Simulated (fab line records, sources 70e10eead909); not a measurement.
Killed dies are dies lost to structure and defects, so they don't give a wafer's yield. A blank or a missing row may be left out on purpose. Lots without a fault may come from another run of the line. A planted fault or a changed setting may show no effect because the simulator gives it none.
Chamber matching | flow nand_harc | NHARC_A_CONTACT_ETCH_90 on rie_diel-02: 4 sister chambers
The step etches the open film in CH3F/O2, target depth 40 nm, time 85.7 s. 4 wafers are shown with their chamber, then 6 later ones without.

WAFERS WITH THEIR CHAMBER
wafer  | chamber | showerhead_plenum_p_Torr (Torr)
L327.1 | 0       | 2.60
L335.5 | 3       | 2.31
L344.1 | 2       | 2.28
L344.6 | 1       | 2.29

WAFERS WITHOUT THEIR CHAMBER
wafer  | showerhead_plenum_p_Torr (Torr)
L348.1 | 2.59
L348.3 | 2.27
L348.6 | 2.27
L346.1 | 2.27
L346.4 | 2.59
L346.5 | 2.27

WHICH CHAMBER EACH WENT THROUGH
wafer  | from the rows above     | in truth
L348.1 | 0                       | 0
L348.3 | can't be placed: 2 or 1 | 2
L348.6 | can't be placed: 2 or 1 | 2
L346.1 | can't be placed: 2 or 1 | 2
L346.4 | 0                       | 0
L346.5 | can't be placed: 2 or 1 | 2
Placed correctly: 2 of 6. Can't be placed from these rows: 4 (the true chamber is among the candidates in 4). Placed wrongly: 0.
How it was worked out, from the rows above alone: a wafer's distance from a chamber is the root of the sum, over the readings, of the square of ((its reading less the chamber's mean) divided by the reading's scatter). The wafer belongs to the nearest chamber; if the next one is less than 2 further off, it can't be placed. A chamber's mean is the mean of its shown wafers. The scatter: with one shown wafer a chamber, the root of the mean of the squares of how far each hidden wafer lies from its nearest shown one.
